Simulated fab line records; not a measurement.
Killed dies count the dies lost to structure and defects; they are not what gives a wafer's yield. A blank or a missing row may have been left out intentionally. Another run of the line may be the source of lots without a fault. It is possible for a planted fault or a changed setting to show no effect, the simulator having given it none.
Check of tool commonality :: flow nand harc :: Sample size 4 lots and 12 wafers

## WHY THIS WAS OPENED
On 3 of the 4 lots, a flag is raised at NHARC_END_SORT_01 on the reading sort_bin_2_pct. No-fault wafers: 1.4 %, standard deviation 0.68.
Rule: a lot is flagged when every wafer of it that has a number lies more than 4 standard deviations from that mean, or none has a number. The rest of the lots are taken to be sound.

lot: L512
measured: day 21 12:30
on: prober-01
sort_bin_2_pct (%), wafer by wafer: 1.2 1.8 0.9
flag: 

lot: L517
measured: day 22 16:02
on: prober-01
sort_bin_2_pct (%), wafer by wafer: 95.7 95.6 94.2
flag: FLAGGED

lot: L520
measured: day 22 18:27
on: prober-02
sort_bin_2_pct (%), wafer by wafer: 95.6 96.0 97.3
flag: FLAGGED

lot: L521
measured: day 23 12:49
on: prober-01
sort_bin_2_pct (%), wafer by wafer: 94.7 95.6 95.7
flag: FLAGGED
Averaged over the flagged lots the numbers come to 95.6 %, +94.2 % from the usual (+99 or more standard deviations).

## EACH LOT AND THE TOOL IT RAN ON
Before the reading, the record contains 3 process steps out of a 1159-step route. Cell contents, in order: the tool; ch with the chambers the sampled wafers went through; the start.
lot: L512
flag: 
NHARC_A_BONDPAD_CMP_29: cmp-01 ch 0,3, day 20 01:40
NHARC_A_BONDPAD_ETCH_12: rie diel-01 ch 2,3, day 20 02:56
NHARC_A_BONDPAD_DEGAS_25: pvd sputter-01, day 20 03:44

lot: L517
flag: FLAGGED
NHARC_A_BONDPAD_CMP_29: cmp-02 ch 0,1, day 21 03:50
NHARC_A_BONDPAD_ETCH_12: rie diel-03 ch 0,1,2, day 21 05:05
NHARC_A_BONDPAD_DEGAS_25: pvd sputter-02, day 21 05:57

lot: L520
flag: FLAGGED
NHARC_A_BONDPAD_CMP_29: cmp-04 ch 0,1,3, day 21 03:59
NHARC_A_BONDPAD_ETCH_12: rie diel-03 ch 1,2,3, day 21 05:13
NHARC_A_BONDPAD_DEGAS_25: pvd sputter-03, day 21 05:59

lot: L521
flag: FLAGGED
NHARC_A_BONDPAD_CMP_29: cmp-04 ch 1,2, day 22 04:00
NHARC_A_BONDPAD_ETCH_12: rie diel-03 ch 1,2, day 22 05:11
NHARC_A_BONDPAD_DEGAS_25: pvd sputter-01, day 22 05:57
What the steps here do:
- NHARC_A_BONDPAD_CMP_29: polishes SiCN, target thk 200 nm.
- NHARC_A_BONDPAD_ETCH_12: etches the open film in CHF3/O2, target depth 220 nm, time 110 s.
- NHARC_A_BONDPAD_DEGAS_25: time 60 s.
- NHARC_END_SORT_01

## FLAGGED AGAINST TOTAL, ONE TOOL AT A TIME (gauges that did the reading follow at the end)
step: NHARC_A_BONDPAD_CMP_29
tool: cmp-01
lots run: 1
flagged: 0
share of the flagged lots: none
sound lots run after its first flagged lot: -

step: NHARC_A_BONDPAD_CMP_29
tool: cmp-02
lots run: 1
flagged: 1
share of the flagged lots: some
sound lots run after its first flagged lot: 0

step: NHARC_A_BONDPAD_CMP_29
tool: cmp-04
lots run: 2
flagged: 2
share of the flagged lots: some
sound lots run after its first flagged lot: 0

step: NHARC_A_BONDPAD_ETCH_12
tool: rie diel-01
lots run: 1
flagged: 0
share of the flagged lots: none
sound lots run after its first flagged lot: -

step: NHARC_A_BONDPAD_ETCH_12
tool: rie diel-03
lots run: 3
flagged: 3
share of the flagged lots: all
sound lots run after its first flagged lot: 0

step: NHARC_A_BONDPAD_DEGAS_25
tool: pvd sputter-01
lots run: 2
flagged: 1
share of the flagged lots: some
sound lots run after its first flagged lot: 0

step: NHARC_A_BONDPAD_DEGAS_25
tool: pvd sputter-02
lots run: 1
flagged: 1
share of the flagged lots: some
sound lots run after its first flagged lot: 0

step: NHARC_A_BONDPAD_DEGAS_25
tool: pvd sputter-03
lots run: 1
flagged: 1
share of the flagged lots: some
sound lots run after its first flagged lot: 0

step: NHARC_END_SORT_01
tool: prober-01
lots run: 3
flagged: 2
share of the flagged lots: some
sound lots run after its first flagged lot: 0

step: NHARC_END_SORT_01
tool: prober-02
lots run: 1
flagged: 1
share of the flagged lots: some
sound lots run after its first flagged lot: 0

## WHAT THE TABLE PERMITS
Rows of the table that ran each flagged lot: 1, that is rie diel-03 at NHARC_A_BONDPAD_ETCH_12.
- rie diel-03 at NHARC_A_BONDPAD_ETCH_12: 3 of its 3 lots flagged. Because this sample shows no sound lot run on it before its first flagged lot, the start cannot be pinned down more closely. Its own readings (oes product au, rf fwd power W) fall more than 4 standard deviations out on all wafers of the flagged lots.
One tool is left: rie diel-03 at NHARC_A_BONDPAD_ETCH_12.

## WHAT WAS PUT IN BY THE SIMULATOR
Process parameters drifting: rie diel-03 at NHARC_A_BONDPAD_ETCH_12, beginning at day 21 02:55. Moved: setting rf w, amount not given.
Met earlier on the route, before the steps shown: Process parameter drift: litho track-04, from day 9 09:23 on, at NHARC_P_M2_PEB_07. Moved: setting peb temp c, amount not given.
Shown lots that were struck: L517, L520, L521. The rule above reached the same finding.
